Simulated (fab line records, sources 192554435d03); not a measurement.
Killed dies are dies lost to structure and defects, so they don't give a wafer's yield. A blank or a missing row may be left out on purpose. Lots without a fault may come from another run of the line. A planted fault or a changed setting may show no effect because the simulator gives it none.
Chamber matching | flow n5_finfet | N5_SD_EPI_N_ETCH_34 on rie_diel-03: 4 sister chambers
The step etches SiARC in CF4, target depth 45.5 nm, time 75.8 s. 8 wafers are shown with their chamber, then 10 later ones without.

WAFERS WITH THEIR CHAMBER
wafer  | chamber | drypump_motor_current_A (A) | throttle_valve_pct (%)
L081.3 | 1       | 5.6                         | 15.90
L083.6 | 3       | 5.6                         | 15.26
L084.5 | 2       | 5.5                         | 15.60
L087.1 | 2       | 5.5                         | 15.64
L087.3 | 1       | 5.7                         | 15.38
L087.6 | 0       | 6.1                         | 15.82
L091.1 | 0       | 6.1                         | 15.83
L091.2 | 3       | 5.6                         | 15.31

WAFERS WITHOUT THEIR CHAMBER
wafer  | drypump_motor_current_A (A) | throttle_valve_pct (%)
L091.4 | 5.6                         | 15.38
L092.2 | 5.5                         | 15.66
L092.3 | 5.6                         | 15.41
L092.4 | 5.6                         | 15.29
L093.3 | 5.6                         | 15.31
L093.4 | 6.2                         | 15.83
L093.5 | 5.5                         | 15.65
L094.2 | 6.1                         | 15.84
L094.3 | 5.6                         | 15.32
L094.5 | 5.5                         | 15.68

WHICH CHAMBER EACH WENT THROUGH
wafer  | from the rows above     | in truth
L091.4 | can't be placed: 3 or 1 | 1
L092.2 | 2                       | 2
L092.3 | can't be placed: 3 or 1 | 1
L092.4 | 3                       | 3
L093.3 | 3                       | 3
L093.4 | 0                       | 0
L093.5 | 2                       | 2
L094.2 | 0                       | 0
L094.3 | 3                       | 3
L094.5 | 2                       | 2
Placed correctly: 8 of 10. Can't be placed from these rows: 2 (the true chamber is among the candidates in 2). Placed wrongly: 0.
How it was worked out, from the rows above alone: a wafer's distance from a chamber is the root of the sum, over the readings, of the square of ((its reading less the chamber's mean) divided by the reading's scatter). The wafer belongs to the nearest chamber; if the next one is less than 2 further off, it can't be placed. A chamber's mean is the mean of its shown wafers. The scatter: the root of (the sum of the squares of (reading less its chamber's mean) over the shown wafers, divided by (wafers less chambers)).
